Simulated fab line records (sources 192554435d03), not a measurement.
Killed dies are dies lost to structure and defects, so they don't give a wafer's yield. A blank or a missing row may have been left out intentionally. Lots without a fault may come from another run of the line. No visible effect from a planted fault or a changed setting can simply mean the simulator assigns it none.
Which tool was responsible? || flow n5Finfet || 23 wafers from 8 lots sampled at 7 of the route's 1938 steps

== WHAT THE GAUGES READ, wafer by wafer ==
N5_BEOL_M1_CD_MEAS_35: target cd 18 nm, target cd y 21 nm. Usual: cdNm 18.0 nm, standard deviation 0.48.
{"lot": "L431", "measured": "day 6 20:32", "on": "cdSem-02", "cdNm (nm)": "18.3 17.3 18.0", "flag": ""}
{"lot": "L433", "measured": "day 7 04:04", "on": "cdSem-01", "cdNm (nm)": "18.1 17.9 18.2", "flag": ""}
{"lot": "L435", "measured": "day 7 14:16", "on": "cdSem-02", "cdNm (nm)": "17.6 18.8 18.4", "flag": ""}
{"lot": "L440", "measured": "day 8 21:38", "on": "cdSem-03", "cdNm (nm)": "17.4 18.2", "flag": ""}
{"lot": "L441", "measured": "day 9 06:28", "on": "cdSem-02", "cdNm (nm)": "18.5 18.3 18.0", "flag": ""}
{"lot": "L445", "measured": "day 10 06:37", "on": "cdSem-02", "cdNm (nm)": "- 17.9 -", "flag": ""}
{"lot": "L446", "measured": "day 10 10:52", "on": "cdSem-01", "cdNm (nm)": "17.8 - -", "flag": ""}
{"lot": "L452", "measured": "day 11 23:07", "on": "cdSem-02", "cdNm (nm)": "17.1 18.4 17.7", "flag": ""}

N5_BEOL_M4_RC_MEAS_101. Usual: DIBL_N 36.8 mV/V, standard deviation 2.2; DIBL_P 37.1 mV/V, standard deviation 2.8; IOFF_N 0.17 nA/um, standard deviation 0.04; IOFF_P 0.22 nA/um, standard deviation 0.049; ION_N 672 uA/um, standard deviation 16; ION_P 460 uA/um, standard deviation 9.2; SS_N 71.6 mV/dec, standard deviation 0.69; SS_P 73.5 mV/dec, standard deviation 0.78; VT_N 249 mV, standard deviation 3.6; VT_P -250 mV, standard deviation 3.9.
{"lot": "L431", "measured": "day 8 09:48", "on": "prober-02", "DIBL_N (mV/V)": "35.8 37.0 36.4", "DIBL_P (mV/V)": "33.7 36.1 35.2", "IOFF_N (nA/um)": "0.13 0.14 0.14", "IOFF_P (nA/um)": "0.16 0.19 0.18", "ION_N (uA/um)": "652 650 658", "ION_P (uA/um)": "444 448 447", "SS_N (mV/dec)": "71.7 72.7 72.3", "SS_P (mV/dec)": "73.2 73.2 72.8", "VT_N (mV)": "256 258 253", "VT_P (mV)": "-257 -255 -256", "flag": ""}
{"lot": "L433", "measured": "day 8 11:29", "on": "prober-01", "DIBL_N (mV/V)": "38.7 37.9 39.3", "DIBL_P (mV/V)": "39.2 38.7 41.2", "IOFF_N (nA/um)": "0.19 0.18 0.21", "IOFF_P (nA/um)": "0.25 0.24 0.31", "ION_N (uA/um)": "684 680 684", "ION_P (uA/um)": "468 468 468", "SS_N (mV/dec)": "71.9 72.0 72.5", "SS_P (mV/dec)": "74.3 73.4 74.8", "VT_N (mV)": "246 245 245", "VT_P (mV)": "-246 -248 -247", "flag": ""}
{"lot": "L435", "measured": "day 8 18:54", "on": "prober-02", "DIBL_N (mV/V)": "30.5 38.6 37.9", "DIBL_P (mV/V)": "28.5 40.2 38.6", "IOFF_N (nA/um)": "0.08 0.21 0.20", "IOFF_P (nA/um)": "0.11 0.25 0.22", "ION_N (uA/um)": "647 664 683", "ION_P (uA/um)": "444 456 463", "SS_N (mV/dec)": "70.0 72.3 72.4", "SS_P (mV/dec)": "72.0 74.9 74.4", "VT_N (mV)": "257 248 248", "VT_P (mV)": "-259 -253 -251", "flag": ""}
{"lot": "L440", "measured": "day 10 10:10", "on": "prober-01", "DIBL_N (mV/V)": "32.9 37.9", "DIBL_P (mV/V)": "31.9 39.1", "IOFF_N (nA/um)": "0.10 0.19", "IOFF_P (nA/um)": "0.13 0.24", "ION_N (uA/um)": "647 674", "ION_P (uA/um)": "440 455", "SS_N (mV/dec)": "70.6 71.9", "SS_P (mV/dec)": "71.9 74.7", "VT_N (mV)": "260 247", "VT_P (mV)": "-257 -251", "flag": ""}
{"lot": "L441", "measured": "day 10 19:25", "on": "prober-02", "DIBL_N (mV/V)": "36.0 38.7 38.1", "DIBL_P (mV/V)": "35.3 39.5 38.7", "IOFF_N (nA/um)": "0.16 0.22 0.21", "IOFF_P (nA/um)": "0.18 0.26 0.25", "ION_N (uA/um)": "662 697 681", "ION_P (uA/um)": "443 474 458", "SS_N (mV/dec)": "71.3 72.4 71.9", "SS_P (mV/dec)": "72.8 75.4 74.5", "VT_N (mV)": "249 243 244", "VT_P (mV)": "-253 -246 -249", "flag": ""}
{"lot": "L452", "measured": "day 13 16:32", "on": "prober-01", "DIBL_N (mV/V)": "37.5 37.0 37.4", "DIBL_P (mV/V)": "38.1 37.6 38.8", "IOFF_N (nA/um)": "0.20 0.18 0.21", "IOFF_P (nA/um)": "0.27 0.27 0.29", "ION_N (uA/um)": "678 678 691", "ION_P (uA/um)": "460 468 465", "SS_N (mV/dec)": "72.5 71.6 72.0", "SS_P (mV/dec)": "73.3 73.6 72.6", "VT_N (mV)": "244 248 245", "VT_P (mV)": "-244 -244 -242", "flag": ""}

== WHAT TOOL EACH LOT RAN ON (gives the tool, then ch and the chambers of the sampled wafers, and finally the start) ==
{"lot": "L431", "N5_BEOL_M1_ILD_DEP_00": "pecvd-03 ch 0,1,2, day 6 12:40", "N5_BEOL_M1_PECVD_72": "pecvd-03 ch 1,2, day 6 12:46", "N5_BEOL_M1_ETCH_74": "rieDiel-02 ch 0,1, day 6 14:16", "N5_BEOL_M1_STRIP_19": "rieDiel-02 ch 1,2, day 6 14:41", "N5_BEOL_M1_ETCH_70": "rieDiel-03 ch 2,3, day 6 20:02"}
{"lot": "L433", "N5_BEOL_M1_ILD_DEP_00": "pecvd-02 ch 0,1, day 6 22:08", "N5_BEOL_M1_PECVD_72": "pecvd-03 ch 0,1,2, day 6 22:16", "N5_BEOL_M1_ETCH_74": "rieDiel-06 ch 1,3, day 7 00:00", "N5_BEOL_M1_STRIP_19": "rieDiel-06 ch 0,1, day 7 00:29", "N5_BEOL_M1_ETCH_70": "rieDiel-03 ch 1,2, day 7 03:34"}
{"lot": "L435", "N5_BEOL_M1_ILD_DEP_00": "pecvd-03 ch 1,2, day 7 09:07", "N5_BEOL_M1_PECVD_72": "pecvd-03 ch 0,1, day 7 09:13", "N5_BEOL_M1_ETCH_74": "rieDiel-06 ch 0,2, day 7 11:37", "N5_BEOL_M1_STRIP_19": "rieDiel-02 ch 0,1,3, day 7 12:01", "N5_BEOL_M1_ETCH_70": "rieDiel-02 ch 0,3, day 7 13:45"}
{"lot": "L440", "N5_BEOL_M1_ILD_DEP_00": "pecvd-03 ch 0, day 8 15:28", "N5_BEOL_M1_PECVD_72": "pecvd-01 ch 0,2, day 8 15:34", "N5_BEOL_M1_ETCH_74": "rieDiel-06 ch 0,1, day 8 18:25", "N5_BEOL_M1_STRIP_19": "rieDiel-02 ch 1,3, day 8 18:44", "N5_BEOL_M1_ETCH_70": "rieDiel-06 ch 1,3, day 8 21:08"}
{"lot": "L441", "N5_BEOL_M1_ILD_DEP_00": "pecvd-02 ch 0,1,2, day 9 02:03", "N5_BEOL_M1_PECVD_72": "pecvd-02 ch 1,2, day 9 02:10", "N5_BEOL_M1_ETCH_74": "rieDiel-06 ch 0,2,3, day 9 03:37", "N5_BEOL_M1_STRIP_19": "rieDiel-06 ch 1,3, day 9 03:56", "N5_BEOL_M1_ETCH_70": "rieDiel-06 ch 0,1,3, day 9 05:58"}
{"lot": "L445", "N5_BEOL_M1_ILD_DEP_00": "pecvd-02 ch 0,1,2, day 9 21:04", "N5_BEOL_M1_PECVD_72": "pecvd-01 ch 0,1,2, day 9 21:10", "N5_BEOL_M1_ETCH_74": "rieDiel-06 ch 1,2, day 9 22:25", "N5_BEOL_M1_STRIP_19": "rieDiel-03 ch 0,1, day 9 22:47", "N5_BEOL_M1_ETCH_70": "rieDiel-06 ch 1,2,3, day 10 06:06"}
{"lot": "L446", "N5_BEOL_M1_ILD_DEP_00": "pecvd-01 ch 0,1,2, day 10 05:21", "N5_BEOL_M1_PECVD_72": "pecvd-03 ch 0,1,2, day 10 05:28", "N5_BEOL_M1_ETCH_74": "rieDiel-02 ch 1,2, day 10 06:49", "N5_BEOL_M1_STRIP_19": "rieDiel-02 ch 0,1, day 10 07:08", "N5_BEOL_M1_ETCH_70": "rieDiel-06 ch 0,1, day 10 10:21"}
{"lot": "L452", "N5_BEOL_M1_ILD_DEP_00": "pecvd-02 ch 1,2, day 11 19:31", "N5_BEOL_M1_PECVD_72": "pecvd-01 ch 0,1,2, day 11 19:37", "N5_BEOL_M1_ETCH_74": "rieDiel-02 ch 2,3, day 11 21:20", "N5_BEOL_M1_STRIP_19": "rieDiel-03 ch 0,3, day 11 21:47", "N5_BEOL_M1_ETCH_70": "rieDiel-02 ch 1,3, day 11 22:36"}
- N5_BEOL_M1_ILD_DEP_00: deposits SiOC from DEMS/O2, target thk 79 nm, time 15.3 s.
- N5_BEOL_M1_PECVD_72: deposits SiO2 from TEOS/O2, target thk 16 nm, time 18 s.
- N5_BEOL_M1_ETCH_74: etches underlayer in N2/H2, target depth 6.5 nm, time 5.2 s.
- N5_BEOL_M1_STRIP_19: strips in O2.
- N5_BEOL_M1_ETCH_70: etches SOC in N2/H2, target depth 80 nm, overetch 16 nm, time 120 s.

== WHAT THE TOOLS THEMSELVES READ (means of the sampled wafers that have a number; where no wafer has one, the mark that the record gives instead) ==
N5_BEOL_M1_ILD_DEP_00. Usual: chamberPressureTorr 5.000 Torr, standard deviation 0.011; heaterPowerW 494 W, standard deviation 66; showerheadPlenumPTorr 5.691 Torr, standard deviation 0.01; throttleValvePct 12.3 %, standard deviation 0.86.
{"lot": "L431", "tool": "pecvd-03", "chamberPressureTorr (Torr)": 5.010, "heaterPowerW (W)": 434, "showerheadPlenumPTorr (Torr)": 5.686, "throttleValvePct (%)": 12.1, "flag": ""}
{"lot": "L433", "tool": "pecvd-02", "chamberPressureTorr (Torr)": 4.996, "heaterPowerW (W)": 559, "showerheadPlenumPTorr (Torr)": 5.692, "throttleValvePct (%)": 12.6, "flag": ""}
{"lot": "L435", "tool": "pecvd-03", "chamberPressureTorr (Torr)": 5.009, "heaterPowerW (W)": 368, "showerheadPlenumPTorr (Torr)": 5.695, "throttleValvePct (%)": 11.9, "flag": ""}
{"lot": "L440", "tool": "pecvd-03", "chamberPressureTorr (Torr)": 4.979, "heaterPowerW (W)": 426, "showerheadPlenumPTorr (Torr)": 5.684, "throttleValvePct (%)": 11.9, "flag": ""}
{"lot": "L441", "tool": "pecvd-02", "chamberPressureTorr (Torr)": 4.989, "heaterPowerW (W)": 540, "showerheadPlenumPTorr (Torr)": 5.697, "throttleValvePct (%)": 12.7, "flag": ""}
{"lot": "L445", "tool": "pecvd-02", "chamberPressureTorr (Torr)": 4.994, "heaterPowerW (W)": 554, "showerheadPlenumPTorr (Torr)": 5.685, "throttleValvePct (%)": 12.6, "flag": ""}
{"lot": "L446", "tool": "pecvd-01", "chamberPressureTorr (Torr)": 4.999, "heaterPowerW (W)": 503, "showerheadPlenumPTorr (Torr)": 5.695, "throttleValvePct (%)": 11.6, "flag": ""}
{"lot": "L452", "tool": "pecvd-02", "chamberPressureTorr (Torr)": 4.990, "heaterPowerW (W)": 574, "showerheadPlenumPTorr (Torr)": 5.696, "throttleValvePct (%)": 12.3, "flag": ""}

N5_BEOL_M1_PECVD_72. Usual: chamberPressureTorr 5.500 Torr, standard deviation 0.013; heaterPowerW 719 W, standard deviation 83; showerheadPlenumPTorr 8.774 Torr, standard deviation 0.025; throttleValvePct 22.3 %, standard deviation 1.4.
{"lot": "L431", "tool": "pecvd-03", "chamberPressureTorr (Torr)": 5.513, "heaterPowerW (W)": 658, "showerheadPlenumPTorr (Torr)": 8.758, "throttleValvePct (%)": 23.5, "flag": ""}
{"lot": "L433", "tool": "pecvd-03", "chamberPressureTorr (Torr)": 5.496, "heaterPowerW (W)": 581, "showerheadPlenumPTorr (Torr)": 8.755, "throttleValvePct (%)": 22.9, "flag": ""}
{"lot": "L435", "tool": "pecvd-03", "chamberPressureTorr (Torr)": 5.500, "heaterPowerW (W)": 661, "showerheadPlenumPTorr (Torr)": 8.746, "throttleValvePct (%)": 23.2, "flag": ""}
{"lot": "L440", "tool": "pecvd-01", "chamberPressureTorr (Torr)": 5.494, "heaterPowerW (W)": 794, "showerheadPlenumPTorr (Torr)": 8.761, "throttleValvePct (%)": 22.2, "flag": ""}
{"lot": "L441", "tool": "pecvd-02", "chamberPressureTorr (Torr)": 5.490, "heaterPowerW (W)": 819, "showerheadPlenumPTorr (Torr)": 8.771, "throttleValvePct (%)": 23.0, "flag": ""}
{"lot": "L445", "tool": "pecvd-01", "chamberPressureTorr (Torr)": 5.498, "heaterPowerW (W)": 721, "showerheadPlenumPTorr (Torr)": 8.777, "throttleValvePct (%)": 21.7, "flag": ""}
{"lot": "L446", "tool": "pecvd-03", "chamberPressureTorr (Torr)": 5.494, "heaterPowerW (W)": 549, "showerheadPlenumPTorr (Torr)": 8.781, "throttleValvePct (%)": 22.9, "flag": ""}
{"lot": "L452", "tool": "pecvd-01", "chamberPressureTorr (Torr)": 5.512, "heaterPowerW (W)": 758, "showerheadPlenumPTorr (Torr)": 8.771, "throttleValvePct (%)": 21.6, "flag": ""}

N5_BEOL_M1_ETCH_74. Usual: biasW 150.0 W, standard deviation 0.47; drypumpMotorCurrentA 5.92 A, standard deviation 0.27; etchRfOnTimeS 5.19 s, standard deviation 0.21; oesProductAu 0.65 a.u., standard deviation 0.059; rfVppV 524.5 V, standard deviation 2; showerheadPlenumPTorr 2.55 Torr, standard deviation 0.073; throttleValvePct 17.81 %, standard deviation 0.25.
{"lot": "L431", "tool": "rieDiel-02", "biasW (W)": 150.8, "drypumpMotorCurrentA (A)": 5.66, "etchRfOnTimeS (s)": 5.23, "oesProductAu (a.u.)": 0.80, "rfVppV (V)": 524.1, "showerheadPlenumPTorr (Torr)": 2.56, "throttleValvePct (%)": 17.51, "flag": ""}
{"lot": "L433", "tool": "rieDiel-06", "biasW (W)": 150.4, "drypumpMotorCurrentA (A)": 6.02, "etchRfOnTimeS (s)": 5.45, "oesProductAu (a.u.)": 0.63, "rfVppV (V)": 524.2, "showerheadPlenumPTorr (Torr)": 2.53, "throttleValvePct (%)": 17.83, "flag": ""}
{"lot": "L435", "tool": "rieDiel-06", "biasW (W)": 149.6, "drypumpMotorCurrentA (A)": 5.95, "etchRfOnTimeS (s)": 5.03, "oesProductAu (a.u.)": 0.63, "rfVppV (V)": 524.0, "showerheadPlenumPTorr (Torr)": 2.55, "throttleValvePct (%)": 17.75, "flag": ""}
{"lot": "L440", "tool": "rieDiel-06", "biasW (W)": 150.4, "drypumpMotorCurrentA (A)": 6.14, "etchRfOnTimeS (s)": 5.29, "oesProductAu (a.u.)": 0.67, "rfVppV (V)": 525.2, "showerheadPlenumPTorr (Torr)": 2.62, "throttleValvePct (%)": 17.74, "flag": ""}
{"lot": "L441", "tool": "rieDiel-06", "biasW (W)": 149.7, "drypumpMotorCurrentA (A)": 5.88, "etchRfOnTimeS (s)": 5.28, "oesProductAu (a.u.)": 0.61, "rfVppV (V)": 524.8, "showerheadPlenumPTorr (Torr)": 2.56, "throttleValvePct (%)": 17.92, "flag": ""}
{"lot": "L445", "tool": "rieDiel-06", "biasW (W)": 149.8, "drypumpMotorCurrentA (A)": 6.34, "etchRfOnTimeS (s)": 5.18, "oesProductAu (a.u.)": 0.68, "rfVppV (V)": 523.7, "showerheadPlenumPTorr (Torr)": 2.53, "throttleValvePct (%)": 17.48, "flag": ""}
{"lot": "L446", "tool": "rieDiel-02", "biasW (W)": 150.0, "drypumpMotorCurrentA (A)": 5.96, "etchRfOnTimeS (s)": 5.04, "oesProductAu (a.u.)": 0.68, "rfVppV (V)": 527.0, "showerheadPlenumPTorr (Torr)": 2.62, "throttleValvePct (%)": 17.59, "flag": ""}
{"lot": "L452", "tool": "rieDiel-02", "biasW (W)": 149.8, "drypumpMotorCurrentA (A)": 6.03, "etchRfOnTimeS (s)": 4.99, "oesProductAu (a.u.)": 0.67, "rfVppV (V)": 524.2, "showerheadPlenumPTorr (Torr)": 2.52, "throttleValvePct (%)": 17.76, "flag": ""}

N5_BEOL_M1_STRIP_19. Usual: chamberPressureMTorr 30.000 mTorr, standard deviation 0.028; drypumpMotorCurrentA 5.86 A, standard deviation 0.25; oesProductAu 0.80 a.u., standard deviation 0.091; rfVppV 3.7 V, standard deviation 0.5; showerheadPlenumPTorr 2.11 Torr, standard deviation 0.058; throttleValvePct 16.55 %, standard deviation 0.24.
{"lot": "L431", "tool": "rieDiel-02", "chamberPressureMTorr (mTorr)": 30.009, "drypumpMotorCurrentA (A)": 5.96, "oesProductAu (a.u.)": 0.82, "rfVppV (V)": 3.7, "showerheadPlenumPTorr (Torr)": 2.17, "throttleValvePct (%)": 16.35, "flag": ""}
{"lot": "L433", "tool": "rieDiel-06", "chamberPressureMTorr (mTorr)": 29.981, "drypumpMotorCurrentA (A)": 6.25, "oesProductAu (a.u.)": 0.83, "rfVppV (V)": 3.8, "showerheadPlenumPTorr (Torr)": 2.16, "throttleValvePct (%)": 16.47, "flag": ""}
{"lot": "L435", "tool": "rieDiel-02", "chamberPressureMTorr (mTorr)": 30.018, "drypumpMotorCurrentA (A)": 5.86, "oesProductAu (a.u.)": 0.92, "rfVppV (V)": 3.3, "showerheadPlenumPTorr (Torr)": 2.10, "throttleValvePct (%)": 16.31, "flag": ""}
{"lot": "L440", "tool": "rieDiel-02", "chamberPressureMTorr (mTorr)": 29.983, "drypumpMotorCurrentA (A)": 6.04, "oesProductAu (a.u.)": 0.89, "rfVppV (V)": 4.0, "showerheadPlenumPTorr (Torr)": 2.12, "throttleValvePct (%)": 16.31, "flag": ""}
{"lot": "L441", "tool": "rieDiel-06", "chamberPressureMTorr (mTorr)": 30.010, "drypumpMotorCurrentA (A)": 6.02, "oesProductAu (a.u.)": 0.75, "rfVppV (V)": 4.4, "showerheadPlenumPTorr (Torr)": 2.10, "throttleValvePct (%)": 16.81, "flag": ""}
{"lot": "L445", "tool": "rieDiel-03", "chamberPressureMTorr (mTorr)": "-", "drypumpMotorCurrentA (A)": "-", "oesProductAu (a.u.)": "-", "rfVppV (V)": "-", "showerheadPlenumPTorr (Torr)": "-", "throttleValvePct (%)": "-", "flag": "OFF"}
{"lot": "L446", "tool": "rieDiel-02", "chamberPressureMTorr (mTorr)": "-", "drypumpMotorCurrentA (A)": "-", "oesProductAu (a.u.)": "-", "rfVppV (V)": "-", "showerheadPlenumPTorr (Torr)": "-", "throttleValvePct (%)": "-", "flag": "OFF"}
{"lot": "L452", "tool": "rieDiel-03", "chamberPressureMTorr (mTorr)": 30.014, "drypumpMotorCurrentA (A)": 5.79, "oesProductAu (a.u.)": 0.71, "rfVppV (V)": 3.8, "showerheadPlenumPTorr (Torr)": 2.11, "throttleValvePct (%)": 16.77, "flag": ""}

N5_BEOL_M1_ETCH_70. Usual: biasW 150.0 W, standard deviation 0.45; drypumpMotorCurrentA 5.89 A, standard deviation 0.27; oesProductAu 0.59 a.u., standard deviation 0.053; rfVppV 524.0 V, standard deviation 2.1; showerheadPlenumPTorr 2.55 Torr, standard deviation 0.074; throttleValvePct 17.78 %, standard deviation 0.24.
{"lot": "L431", "tool": "rieDiel-03", "biasW (W)": 150.2, "drypumpMotorCurrentA (A)": 5.97, "oesProductAu (a.u.)": 0.60, "rfVppV (V)": 525.1, "showerheadPlenumPTorr (Torr)": 2.60, "throttleValvePct (%)": 17.81, "flag": ""}
{"lot": "L433", "tool": "rieDiel-03", "biasW (W)": 149.8, "drypumpMotorCurrentA (A)": 5.66, "oesProductAu (a.u.)": 0.57, "rfVppV (V)": 523.1, "showerheadPlenumPTorr (Torr)": 2.54, "throttleValvePct (%)": 18.02, "flag": ""}
{"lot": "L435", "tool": "rieDiel-02", "biasW (W)": 150.4, "drypumpMotorCurrentA (A)": 5.94, "oesProductAu (a.u.)": 0.72, "rfVppV (V)": 522.5, "showerheadPlenumPTorr (Torr)": 2.51, "throttleValvePct (%)": 17.63, "flag": ""}
{"lot": "L440", "tool": "rieDiel-06", "biasW (W)": 149.7, "drypumpMotorCurrentA (A)": 6.15, "oesProductAu (a.u.)": 0.59, "rfVppV (V)": 523.9, "showerheadPlenumPTorr (Torr)": 2.54, "throttleValvePct (%)": 17.70, "flag": ""}
{"lot": "L441", "tool": "rieDiel-06", "biasW (W)": 149.7, "drypumpMotorCurrentA (A)": 6.02, "oesProductAu (a.u.)": 0.58, "rfVppV (V)": 524.6, "showerheadPlenumPTorr (Torr)": 2.58, "throttleValvePct (%)": 17.83, "flag": ""}
{"lot": "L445", "tool": "rieDiel-06", "biasW (W)": 150.2, "drypumpMotorCurrentA (A)": 6.10, "oesProductAu (a.u.)": 0.75, "rfVppV (V)": 523.5, "showerheadPlenumPTorr (Torr)": 2.51, "throttleValvePct (%)": 17.70, "flag": "OFF"}
{"lot": "L446", "tool": "rieDiel-06", "biasW (W)": 149.7, "drypumpMotorCurrentA (A)": 6.03, "oesProductAu (a.u.)": 0.76, "rfVppV (V)": 526.2, "showerheadPlenumPTorr (Torr)": 2.63, "throttleValvePct (%)": 17.85, "flag": "OFF"}
{"lot": "L452", "tool": "rieDiel-02", "biasW (W)": 150.5, "drypumpMotorCurrentA (A)": 6.07, "oesProductAu (a.u.)": 0.64, "rfVppV (V)": 523.4, "showerheadPlenumPTorr (Torr)": 2.56, "throttleValvePct (%)": 17.67, "flag": ""}

== THE ANSWER, worked out from the rows above alone ==
Rule: a lot counts as off when the mean over its wafers that have a number is more than 3 standard deviations away from the usual mean. Also off: a lot with no number at a reading for which 4 or more lots have one. Any other lot the step has rows for is counted as sound. After the gauges, taken in route order, come the tools' own readings; for these a lot's mean is taken, as printed above. At the first step where some lot is off, the reading lying furthest off is the one used; lots without a number count as furthest.
Off at N5_BEOL_M1_STRIP_19 (chamberPressureMTorr): L445, L446. Without a number there: L445, L446.
A tool fits if, at that step or a process step before it, it ran every lot that is off, and no sound lot after the first of them. Of those tried, none fits.

== WHAT THE SIMULATOR HAD PUT IN ==
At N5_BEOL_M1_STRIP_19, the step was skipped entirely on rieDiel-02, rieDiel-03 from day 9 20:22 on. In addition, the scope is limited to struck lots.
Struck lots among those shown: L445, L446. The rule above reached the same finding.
